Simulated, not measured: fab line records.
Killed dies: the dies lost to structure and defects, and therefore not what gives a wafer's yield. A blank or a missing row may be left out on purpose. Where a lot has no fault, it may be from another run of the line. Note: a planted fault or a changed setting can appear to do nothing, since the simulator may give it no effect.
fab line records	flow n5Finfet
[record] lots = 7	wafers = 21
route steps=1938 shown BEOL_M8@1350 BEOL_M11@1536 BEOL_M13@1665 BEOL_M15@1773
startH: start of the lot's first displayed wafer, in hours after the record's first day	waitH: hours from the lot's prior step to this one	" repeats the value in the row above	L1.1+2: a row that stands for several wafers	- no value, or no start given	* or withheld: withheld	< > ~ a bound
route shown NAME@n: a module of which the file shows steps, and the number in the route of the first	usual: mean and standard deviation over wafers with no fault	same: alike in all rows	chamber/n: place in a boat	sites: the reading at each site	_std_site: their standard deviation	_edge_site: the outer-site mean with the inner-site mean subtracted	radiusMm: for every site, how far away it sits from the centre of the wafer	mask NAME#n: copy n	behind: the most recent tool/chamber to have shaped the wafer	hold: what put the lot on hold/how long, in hours/how the hold closed	device: the n, p or np transistor that did not switch	end of line: the route-end tests of the same wafers	a step given without rows: its recipe and nothing more	killed: dies lost to structure and defects at the first sort, not the wafer's yield	map: per-die view of a wafer (x killed, . not killed, _ where there is no die)
set.NAME: the setting as run; set.NAME@STEP: as run at that earlier step	model.NAME: the simulator's own value behind a step, which no gauge read
lots where settings were altered on purpose, with a table for each step and a row for each wafer
[[steps]]
[step N5_BEOL_M8_ETCH_62]
[recipe] chemistry = N2/H2	target = SOC	targetDepthA = 1100	overetchA = 220	maskMaterial = SiARC	tempC = 40	timeS = 165	ionEnergyEv = 200	pressureMtorr = 30	sourceW = 840	biasW = 150	n2FlowSccm = 200	h2FlowSccm = 200
lot.wafer	tool	chamber	startH	waitH	set.timeS	set.pebTimeS@BEOL_M8_PEB_09	model.BEOL_M8.cdOffsetNm	model.SiARC_of_BEOL_M8_COAT_60.thkNm
L074.1	rieDiel-01	0	199.12	0.0	165	60	-0.8	28.6
L074.3	"	1	"	"	136.3	60	-0.8	29.6
L074.6	"	1	"	"	136.3	66.87	1.8	29.6
L075.1	rieDiel-01	1	211.96	0.0	165	60	-0.6	28.4
L075.2+5	"	2,1	"	"	165	60	-0.2	28.4
L077.1	rieDiel-06	0	223.81	0.0	141.8	60	0	29.2
L077.3	"	2	"	"	165	60	0.8	28.4
L077.6	"	1	"	"	165	69.22	3.8	28.6
L083.2	rieDiel-06	3	263.61	0.0	165	70.8	3.4	28.4
L083.5	"	1	"	"	177.3	70.8	3.6	28
L083.6	"	0	"	"	165	60	-0.6	28.2
L088.1	rieDiel-02	0	290.99	0.0	181.7	71.97	5	27.4
L088.4	"	2	"	"	165	71.97	4.2	28.2
L088.5	"	3	"	"	181.7	60	0	27.6
L090.3	rieDiel-02	1	297.09	0.0	201	64.49	2.2	26.8
L090.5	"	0	"	"	165	60	-0.2	28.2
L090.6	"	1	"	"	201	60	0.4	26.8
L093.1	rieDiel-02	1	320.73	0.0	165	69.15	4.2	28.2
L093.4	"	3	"	"	165	60	0.2	28.2
L093.5	"	1	"	"	181.6	69.15	4.4	27.4
[step N5_BEOL_M8_STRIP_68]
[recipe] chemistry = N2/H2	tempC = 40	n2FlowSccm = 200	h2FlowSccm = 200	rfFrequencyHz = 6e+07
[step N5_BEOL_M8_STRIP_67]
[recipe] chemistry = CF4	resist = SiARC	powerW = 300	biasPowerW = 75	pressureMtorr = 50	cf4FlowSccm = 150	rfFrequencyHz = 6e+07
[step N5_BEOL_M8_HM_OPEN_17]
[recipe] chemistry = Cl2/BCl3	targetDepthA = 200	overetchA = 60	target = TiN	maskMaterial = SOC	ionEnergyEv = 150	pressureMtorr = 10	icpW = 1000	biasW = 126	Cl2_flow_sccm = 53.25	bcl3FlowSccm = 21.75	Ar_flow_sccm = 25
lot.wafer	tool	chamber	startH	waitH	set.timeS@BEOL_M8_ETCH_62	model.etch.depthNm
L074.1	rieMetal-03	0	199.30	0.0	165	20.34
L074.3	"	0	"	"	136.3	20.1
L074.6	"	0	"	"	136.3	20.38
L075.1	rieMetal-03	1	212.15	0.0	165	19.87
L075.2	"	0	"	"	165	20
L075.5	"	0	"	"	165	19.91
L077.1	rieMetal-02	1	224.00	0.0	141.8	19.75
L077.3	"	1	"	"	165	19.89
L077.6	"	1	"	"	165	19.84
L083.2	rieMetal-02	0	263.79	0.0	165	20.15
L083.5	"	0	"	"	177.3	19.09
L083.6	"	1	"	"	165	19.96
L088.1	rieMetal-02	0	291.17	0.0	181.7	18.35
L088.4	"	0	"	"	165	20.2
L088.5	"	0	"	"	181.7	18.52
L090.3	rieMetal-01	0	297.30	0.1	201	16.81
L090.5	"	0	"	"	165	20.15
L090.6	"	1	"	"	201	16.83
L093.1	rieMetal-01	1	320.92	0.0	165	19.79
L093.4	"	0	"	"	165	19.73
L093.5	"	0	"	"	181.6	18.09
[step N5_BEOL_M8_STRIP_19]
[recipe] chemistry = O2	powerW = 400	tempC = 40	pressureMtorr = 30	rfFrequencyHz = 6e+07	biasPowerW = 0	overashFraction = 0.2	o2FlowSccm = 225
[step N5_BEOL_M8_CD_MEAS_18]
[recipe] pitchNm = 80	targetCdNm = 40
[usual] cdNm = 40.0/0.48
lot.wafer	tool	chamber	startH	waitH	set.pebTimeS@BEOL_M8_PEB_09	cdNm
L074.1	cdSem-02	-	199.61	0.0	60	39.5
L074.3	"	-	"	"	60	39.0
L074.6	"	-	"	"	66.87	41.7
L075.1	cdSem-01	-	212.33	0.0	60	39.4
L075.2	"	-	"	"	60	39.8
L075.5	"	-	"	"	60	40.0
L077.1	cdSem-02	-	224.19	0.0	60	40.4
L077.3	"	-	"	"	60	40.9
L077.6	"	-	"	"	69.22	44.1
L083.2	cdSem-01	-	263.98	0.1	70.8	43.3
L083.5	"	-	"	"	70.8	43.6
L083.6	"	-	"	"	60	39.3
L088.1	cdSem-03	-	291.35	0.0	71.97	45.2
L088.4	"	-	"	"	71.97	44.1
L088.5	"	-	"	"	60	40.2
L090.3	cdSem-02	-	297.50	0.1	64.49	42.0
L090.5	"	-	"	"	60	39.7
L090.6	"	-	"	"	60	40.7
L093.1	cdSem-01	-	321.11	0.1	69.15	44.2
L093.4	"	-	"	"	60	40.1
L093.5	"	-	"	"	69.15	44.0
[step N5_BEOL_M8_COAT_63]
[recipe] resist = SOC	tempC = 250	timeS = 60	spinRpm = 1500	resistThkNm = 60
[step N5_BEOL_M8_COAT_64]
[recipe] resist = SiARC	tempC = 220	timeS = 60	spinRpm = 1500	resistThkNm = 12
[step N5_BEOL_M8_PRECLEAN_42]
[recipe] chemistry = residueRemover	timeS = 60	tempC = 40
[step N5_BEOL_M8_SRD_43]
[recipe] timeS = 30	tempC = 23	rinseLiquid = diw	dry = ipaMarangoni
[step N5_BEOL_M8_CD_MEAS_35]
[recipe] targetCdNm = 40	polarity = opening
[usual] cdNm = 40.0/0.51
lot.wafer	tool	chamber	startH	waitH	set.pebTimeS@BEOL_M8_PEB_09	cdNm
L074.1	cdSem-02	-	201.23	0.0	60	39.3
L074.3	"	-	"	"	60	39.4
L074.6	"	-	"	"	66.87	41.6
L075.1	cdSem-01	-	216.00	0.0	60	39.4
L075.2	"	-	"	"	60	39.7
L075.5	"	-	"	"	60	39.8
L077.1	cdSem-03	-	226.53	0.0	60	39.4
L077.3	"	-	"	"	60	41.0
L077.6	"	-	"	"	69.22	43.8
L083.2	cdSem-02	-	266.88	0.0	70.8	43.7
L083.5	"	-	"	"	70.8	43.8
L083.6	"	-	"	"	60	39.1
L088.1	cdSem-03	-	293.02	0.0	71.97	45.4
L088.4	"	-	"	"	71.97	44.6
L088.5	"	-	"	"	60	40.0
L090.3	cdSem-02	-	298.85	0.0	64.49	42.3
L090.5	"	-	"	"	60	39.8
L090.6	"	-	"	"	60	40.6
L093.1	cdSem-02	-	322.12	0.0	69.15	44.1
L093.4	"	-	"	"	60	40.1
L093.5	"	-	"	"	69.15	44.4
[step N5_BEOL_M11_ILD_DEP_00]
[recipe] material = SiCOH_lowk	targetThkA = 3085.1	tempC = 300	precursor = DEMS/porogen	pressureTorr = 5	rfW = 500	timeS = 58
lot.wafer	tool	chamber	startH	waitH	set.timeS	model.SiCOH_lowk_of_BEOL_M11_ILD_DEP_00.thkNm
L074.1	pecvd-04	0	223.28	0.0	58	304
L074.3	"	2	"	"	58	304.2
L074.6	"	2	"	"	52.92	282.8
L075.1	pecvd-02	2	234.57	0.0	58	301
L075.2	"	0	"	"	58	303.4
L075.5	"	1	"	"	58	307.8
L077.1	pecvd-01	0	243.51	0.0	49.92	264.8
L077.3	"	1	"	"	58	307.4
L077.6	"	0	"	"	58	312.6
L083.2	pecvd-04	2	286.53	0.0	58	301.4
L083.5	"	1	"	"	63.75	339.2
L083.6	"	2	"	"	58	307.6
L088.1	pecvd-04	0	309.44	0.0	58	306.8
L088.4	"	1	"	"	64.06	343
L088.5	"	2	"	"	64.06	344.4
L090.3	pecvd-01	2	318.41	0.1	65.93	349.6
L090.5	"	1	"	"	58	307.6
L090.6	"	2	"	"	58	310.2
L093.1	pecvd-01	1	338.72	0.0	58	305.6
L093.4	"	0	"	"	58	314.4
L093.5	"	1	"	"	58	311.6
[step N5_BEOL_M11_CURE_71]
[recipe] tempC = 385	timeS = 240	ambient = He/Ar	material = SiCOH_lowk
lot.wafer	tool	chamber	startH	waitH	set.timeS@BEOL_M11_ILD_DEP_00	model.SiCOH_lowk_of_BEOL_M11_ILD_DEP_00.thkNm
L074.1	uvCure-01	0	223.35	0.0	58	264
L074.3	"	0	"	"	58	264.2
L074.6	"	0	"	"	52.92	245.4
L075.1	uvCure-03	2	234.65	0.0	58	261.4
L075.2	"	2	"	"	58	263.6
L075.5	"	2	"	"	58	267.4
L077.1	uvCure-02	2	243.59	0.0	49.92	229.6
L077.3	"	2	"	"	58	267
L077.6	"	2	"	"	58	271.6
L083.2	uvCure-03	2	286.69	0.1	58	261.8
L083.5	"	2	"	"	63.75	295.2
L083.6	"	2	"	"	58	267.2
L088.1	uvCure-01	0	309.56	0.1	58	266.4
L088.4	"	0	"	"	64.06	298.6
L088.5	"	0	"	"	64.06	299.8
L090.3	uvCure-02	2	318.64	0.2	65.93	304.4
L090.5	"	2	"	"	58	267.2
L090.6	"	2	"	"	58	269.4
L093.1	uvCure-03	0	338.83	0.1	58	265.4
L093.4	"	0	"	"	58	273.2
L093.5	"	0	"	"	58	270.6
[step N5_BEOL_M11_THK_MEAS_01]
[recipe] reads = SiCOH_lowk_of_BEOL_M11_ILD_DEP_00
[usual] M11_ILD_THK = 268/3.4
lot.wafer	tool	chamber	startH	waitH	set.timeS@BEOL_M11_ILD_DEP_00	M11_ILD_THK[nm]
L074.1	filmMetro-02	-	223.87	0.4	58	264
L074.3	"	-	"	"	58	264
L074.6	"	-	"	"	52.92	245
L075.1	filmMetro-02	-	235.16	0.4	58	261
L075.2	"	-	"	"	58	263
L075.5	"	-	"	"	58	267
L077.1	filmMetro-02	-	244.10	0.4	49.92	229
L077.3	"	-	"	"	58	267
L077.6	"	-	"	"	58	272
L083.2	filmMetro-02	-	287.13	0.4	58	262
L083.5	"	-	"	"	63.75	295
L083.6	"	-	"	"	58	267
L088.1	filmMetro-02	-	310.08	0.4	58	266
L088.4	"	-	"	"	64.06	298
L088.5	"	-	"	"	64.06	300
L090.3	filmMetro-02	-	319.00	0.3	65.93	305
L090.5	"	-	"	"	58	267
L090.6	"	-	"	"	58	269
L093.1	filmMetro-02	-	339.34	0.4	58	265
L093.4	"	-	"	"	58	273
L093.5	"	-	"	"	58	271
[step N5_BEOL_M11_ALD_74]
[recipe] material = TaN	targetThkA = 20	tempC = 275	aldPrecursorFamily = PDMAT	aldCoReactant = NH3	pressureTorr = 3	carrierFlowSccm = 1500	pulseTimeS = 2	purgeTimeS = 3	coReactantPurgeTimeS = 2	coReactantPulseTimeS = 3	aldCycles = 40	precursorVesselTempC = 75	precursorVesselPressureTorr = 26.25	precursorVesselCarrierSccm = 1000
lot.wafer	tool	chamber	startH	waitH	set.aldCycles	model.TaN_of_BEOL_M11_ALD_74.thkNm
L074.1+6	aldMetal-03	3,0	229.65	0.0	40	2
L074.3	"	0	"	"	44	2.2
L075.1+2+5	aldMetal-01	3,0,0	242.42	0.1	40	2
L077.1+3	aldMetal-03	3,0	248.16	0.0	47	2.4
L077.6	"	0	"	"	40	2
L083.2+5+6	aldMetal-04	1,0,1	291.42	0.1	40	2
L088.1+4	aldMetal-03	2,1	317.31	0.1	40	2
L088.5	"	0	"	"	46	2.4
L090.3+5+6	aldMetal-04	3,3,0	325.00	0.3	40	2
L093.1+4	aldMetal-04	2,0	345.17	0.2	40	2
L093.5	"	0	"	"	35	1.8
[step N5_BEOL_M13_EXPOSE_07]
[recipe] maskId = V12	na = 0.93	sourceShape = conventional	sigmaOuter = 0.6	polarization = unpolarized	attpsmPhaseDeg = 180	doseMj = 24.8
lot.wafer	tool	chamber	startH	waitH	mask	set.doseMj
L074.1+3	krfScanner-01	0	236.33	-	V12#0	26.24
L074.6	"	0	"	"	V12#0	24.8
L075.1+2+5	krfScanner-02	0	250.02	-	V12#0	24.8
L077.1+3	krfScanner-02	0	258.38	-	V12#0	26.3
L077.6	"	0	"	"	V12#0	24.8
L083.2+5+6	krfScanner-02	0	299.30	-	V12#0	24.8
L088.1+4	krfScanner-02	0	323.90	-	V12#0	25.29
L088.5	"	0	"	"	V12#0	24.8
L090.3+5	krfScanner-02	0	332.70	-	V12#0	23.94
L090.6	"	0	"	"	V12#0	24.8
L093.1	krfScanner-01	0	353.74	-	V12#0	23.26
L093.4+5	"	0	"	"	V12#0	24.8
[step N5_BEOL_M13_PEB_08]
[recipe] pebTempC = 130	pebTimeS = 90
[step N5_BEOL_M13_DEVELOP_09]
[recipe] developTimeS = 45	rinseLiquid = diw	dry = airSpin	devTempC = 21
[step N5_BEOL_M13_HARDBAKE_14]
[recipe] tempC = 130	timeS = 120
[step N5_BEOL_M13_CD_MEAS_10]
[recipe] targetCdNm = 190	landingEnergyEv = 500	detector = seInlens	polarity = opening
[usual] cdNm = 190.1/0.89
lot.wafer	tool	chamber	startH	waitH	set.doseMj@BEOL_M13_EXPOSE_07	cdNm
L074.1	cdSem-03	0	236.51	-	26.24	196.7
L074.3	"	0	"	"	26.24	196.9
L074.6	"	0	"	"	24.8	189.8
L075.1	cdSem-03	0	250.19	-	24.8	189.4
L075.2	"	0	"	"	24.8	189.4
L075.5	"	0	"	"	24.8	188.8
L077.1	cdSem-01	0	258.55	-	26.3	198.2
L077.3	"	0	"	"	26.3	198.1
L077.6	"	0	"	"	24.8	191.4
L083.2	cdSem-01	0	299.47	-	24.8	191.1
L083.5	"	0	"	"	24.8	191.0
L083.6	"	0	"	"	24.8	190.3
L088.1	cdSem-01	0	324.08	-	25.29	192.9
L088.4	"	0	"	"	25.29	193.1
L088.5	"	0	"	"	24.8	190.4
L090.3	cdSem-01	0	332.87	-	23.94	188.0
L090.5	"	0	"	"	23.94	187.2
L090.6	"	0	"	"	24.8	190.1
L093.1	cdSem-01	0	353.91	-	23.26	183.0
L093.4	"	0	"	"	24.8	188.8
L093.5	"	0	"	"	24.8	188.9
[step N5_BEOL_M13_ETCH_59]
[recipe] chemistry = N2/H2	target = BARC	targetDepthA = 890	overetchA = 267	timeS = 67.9	ionEnergyEv = 200	pressureMtorr = 30	sourceW = 840	biasW = 150	n2FlowSccm = 200	h2FlowSccm = 200
lot.wafer	tool	chamber	startH	waitH	set.timeS	model.coat_of_BEOL_M13_COAT_04.thkNm
L074.1	rieDiel-04	3	236.63	0.0	67.9	318
L074.3	"	2	"	"	67.9	318.2
L074.6	"	1	"	"	67.9	316
L075.1	rieDiel-03	0	250.32	0.0	67.9	320.2
L075.2	"	2	"	"	67.9	319.6
L075.5	"	2	"	"	67.9	320
L077.1	rieDiel-04	2	258.94	0.0	67.9	316.6
L077.3	"	3	"	"	78.72	304.6
L077.6	"	3	"	"	67.9	315.2
L083.2	rieDiel-05	1	299.59	0.0	67.9	314.2
L083.5	"	1	"	"	67.9	315
L083.6	"	0	"	"	67.9	317.2
L088.1	rieDiel-05	1	325.05	0.0	67.9	316.4
L088.4	"	2	"	"	55.44	330.4
L088.5	"	3	"	"	67.9	318
L090.3	rieDiel-03	2	332.99	0.0	76.75	311.2
L090.5	"	2	"	"	67.9	319.2
L090.6	"	3	"	"	67.9	318.4
L093.1	rieDiel-04	2	354.04	0.0	62.2	324
L093.4	"	0	"	"	67.9	321
L093.5	"	0	"	"	62.2	326.6
[step N5_BEOL_M13_VIA_ETCH_16]
[recipe] chemistry = C4F8/O2/Ar	target = SiOC	pressureMtorr = 30	sourceW = 3000	biasW = 700	Ar_flow_sccm = 400	C4F8_flow_sccm = 15	O2_flow_sccm = 8	heInnerTorr = 15	heOuterTorr = 30	targetDepthA = 9217	timeS = withheld	ionEnergyEv = 250	ends = cleared
[step N5_BEOL_M13_STRIP_63]
[recipe] chemistry = N2/H2	powerW = 1000	tempC = 250	h2Frac = 0.65	overashFraction = 0.3	pressureMtorr = 1000	n2FlowSccm = 1750	h2FlowSccm = 3250
[step N5_BEOL_M13_STRIP_71]
[recipe] chemistry = postEtchResidueRemover	timeS = 60	tempC = 25	removerPh = withheld	removerWaterWtPct = withheld	removerFluorideWtPct = withheld
[step N5_BEOL_M13_SRD_72]
[recipe] timeS = 30	tempC = 23	rinseLiquid = diw	dry = n2Spin	spinRpm = 1500	dryTimeS = 30
[step N5_BEOL_M13_CD_MEAS_17]
[recipe] targetCdNm = 190	polarity = opening
[usual] cdNm = 190.4/1.2
lot.wafer	tool	chamber	startH	waitH	set.doseMj@BEOL_M13_EXPOSE_07	cdNm
L074.1	cdSem-01	-	237.12	0.0	26.24	196.8
L074.3	"	-	"	"	26.24	197.2
L074.6	"	-	"	"	24.8	190.9
L075.1	cdSem-01	-	250.82	0.0	24.8	188.4
L075.2	"	-	"	"	24.8	189.0
L075.5	"	-	"	"	24.8	188.2
L077.1	cdSem-02	-	259.44	0.0	26.3	198.4
L077.3	"	-	"	"	26.3	200.9
L077.6	"	-	"	"	24.8	192.5
L083.2	cdSem-02	-	300.09	0.0	24.8	190.1
L083.5	"	-	"	"	24.8	191.1
L083.6	"	-	"	"	24.8	189.5
L088.1	cdSem-03	-	325.55	0.0	25.29	194.3
L088.4	"	-	"	"	25.29	192.3
L088.5	"	-	"	"	24.8	190.4
L090.3	cdSem-02	-	333.54	0.0	23.94	189.9
L090.5	"	-	"	"	23.94	186.9
L090.6	"	-	"	"	24.8	191.9
L093.1	cdSem-02	-	354.54	0.0	23.26	183.4
L093.4	"	-	"	"	24.8	188.1
L093.5	"	-	"	"	24.8	186.9
[step N5_BEOL_M13_SPUTTER_44]
[recipe] material = Ta	targetThkA = 100	tempC = 50	biasV = 80	powerW = 15000	chamberPressurePa = 0.07	timeS = 16.13
lot.wafer	tool	chamber	startH	waitH	set.powerW	model.Ta_of_BEOL_M13_SPUTTER_44.thkNm
L074.1	pvdSputter-03	-	240.02	0.0	15000	10
L074.3	"	-	"	"	12610	8.4
L074.6	"	-	"	"	15000	10.2
L075.1+2+5	pvdSputter-01	-	253.69	0.0	15000	9.8
L077.1+3	pvdSputter-03	-	262.75	0.0	16980	11.2
L077.6	"	-	"	"	15000	9.8
L083.2+5	pvdSputter-03	-	304.60	0.0	15000	10
L083.6	"	-	"	"	17460	11.6
L088.1	pvdSputter-01	-	327.86	0.0	17360	11.8
L088.4	"	-	"	"	15000	9.8
L088.5	"	-	"	"	15000	10
L090.3	pvdSputter-01	-	336.26	0.0	15000	10
L090.5+6	"	-	"	"	16930	11.2
L093.1+4+5	pvdSputter-03	-	356.38	0.0	15000	9.8
[step N5_BEOL_M15_ILD_DEP_00]
[recipe] material = SiO2	targetThkA = 16293	tempC = 400	precursor = TEOS/O2	pressureTorr = 6.5	rfW = 900	teosFlowSccm = 161.4	gas = O2	flowSccm = 2650	timeS = 346.1
lot.wafer	tool	chamber	startH	waitH	set.timeS	model.SiO2_of_BEOL_M15_ILD_DEP_00.thkNm
L074.1	pecvd-04	0	247.82	0.0	346.1	1617
L074.3	"	1	"	"	346.1	1647
L074.6	"	1	"	"	393.2	1895
L075.1	pecvd-04	2	261.00	0.0	346.1	1629
L075.2	"	1	"	"	346.1	1633
L075.5	"	1	"	"	346.1	1657
L077.1	pecvd-04	2	270.38	0.0	346.1	1657
L077.3	"	1	"	"	346.1	1651
L077.6	"	1	"	"	331	1617
L083.2	pecvd-02	2	310.26	0.0	346.1	1624
L083.5	"	1	"	"	317.4	1521
L083.6	"	2	"	"	346.1	1638
L088.1	pecvd-04	0	333.81	0.0	317	1472
L088.4	"	2	"	"	317	1501
L088.5	"	0	"	"	346.1	1627
L090.3	pecvd-02	1	342.16	0.0	346.1	1600
L090.5	"	0	"	"	346.1	1618
L090.6	"	2	"	"	332.7	1557
L093.1	pecvd-02	0	363.49	0.0	380.5	1779
L093.4	"	0	"	"	380.5	1814
L093.5	"	1	"	"	346.1	1650
[step N5_BEOL_M15_THK_MEAS_01]
[recipe] reads = SiO2_of_BEOL_M15_ILD_DEP_00
[usual] M15_ILD_THK = 1636/20
lot.wafer	tool	chamber	startH	waitH	set.timeS@BEOL_M15_ILD_DEP_00	M15_ILD_THK[nm]
L074.1	filmMetro-02	-	248.17	0.2	346.1	1616
L074.3	"	-	"	"	346.1	1647
L074.6	"	-	"	"	393.2	1894
L075.1	filmMetro-02	-	261.25	0.1	346.1	1630
L075.2	"	-	"	"	346.1	1633
L075.5	"	-	"	"	346.1	1658
L077.1	filmMetro-02	-	270.63	0.1	346.1	1656
L077.3	"	-	"	"	346.1	1652
L077.6	"	-	"	"	331	1616
L083.2	filmMetro-02	-	310.51	0.1	346.1	1623
L083.5	"	-	"	"	317.4	1522
L083.6	"	-	"	"	346.1	1637
L088.1	filmMetro-02	-	334.06	0.1	317	1472
L088.4	"	-	"	"	317	1501
L088.5	"	-	"	"	346.1	1625
L090.3	filmMetro-01	-	342.41	0.1	346.1	1598
L090.5	"	-	"	"	346.1	1618
L090.6	"	-	"	"	332.7	1554
L093.1	filmMetro-02	-	363.74	0.1	380.5	1780
L093.4	"	-	"	"	380.5	1812
L093.5	"	-	"	"	346.1	1650
[[key]]
[split] step = N5_BEOL_M8_ETCH_62	setting = timeS	stated = 165	by = wafer
[response] step = N5_BEOL_M8_ETCH_62	reading = model.SiARC_of_BEOL_M8_COAT_60.thkNm	change = -0.0608	per = 1%	r = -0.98
[response] step = N5_BEOL_M8_HM_OPEN_17	reading = model.etch.depthNm	shape = bent	atLowest = 20.24	atStated = 19.98	atHighest = 16.82
[split] step = N5_BEOL_M11_ILD_DEP_00	setting = timeS	stated = 58	by = wafer
[response] step = N5_BEOL_M11_ILD_DEP_00	reading = model.SiCOH_lowk_of_BEOL_M11_ILD_DEP_00.thkNm	change = +3.16	per = 1%	r = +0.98
[response] step = N5_BEOL_M11_CURE_71	reading = model.SiCOH_lowk_of_BEOL_M11_ILD_DEP_00.thkNm	change = +2.79	per = 1%	r = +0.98
[response] step = N5_BEOL_M11_THK_MEAS_01	reading = M11_ILD_THK	change = +2.8	per = 1%	r = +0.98
[split] step = N5_BEOL_M11_ALD_74	setting = aldCycles	stated = 40	by = wafer
[response] step = N5_BEOL_M11_ALD_74	reading = model.TaN_of_BEOL_M11_ALD_74.thkNm	change = +0.0222	per = 1%	r = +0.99
[split] step = N5_BEOL_M13_EXPOSE_07	setting = doseMj	stated = 24.8	by = wafer
[response] step = N5_BEOL_M13_CD_MEAS_10	reading = cdNm	change = +1.05	per = 1%	r = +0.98
[response] step = N5_BEOL_M13_CD_MEAS_17	reading = cdNm	change = +0.976	per = 1%	r = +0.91
[split] step = N5_BEOL_M13_ETCH_59	setting = timeS	stated = 67.9	by = wafer
[response] step = N5_BEOL_M13_ETCH_59	reading = model.coat_of_BEOL_M13_COAT_04.thkNm	change = -0.671	per = 1%	r = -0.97
[split] step = N5_BEOL_M13_SPUTTER_44	setting = powerW	stated = 15000	by = wafer
[response] step = N5_BEOL_M13_SPUTTER_44	reading = model.Ta_of_BEOL_M13_SPUTTER_44.thkNm	change = +0.106	per = 1%	r = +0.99
[split] step = N5_BEOL_M15_ILD_DEP_00	setting = timeS	stated = 346.1	by = wafer
[response] step = N5_BEOL_M15_ILD_DEP_00	reading = model.SiO2_of_BEOL_M15_ILD_DEP_00.thkNm	change = +16.4	per = 1%	r = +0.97
[response] step = N5_BEOL_M15_THK_MEAS_01	reading = M15_ILD_THK	change = +16.3	per = 1%	r = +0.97
split outsideThisFile step=N5_BEOL_M8_PEB_09 setting=pebTimeS
// split outsideThisFile: this setting was split too, and the file shows its column; the key of that split is in another file
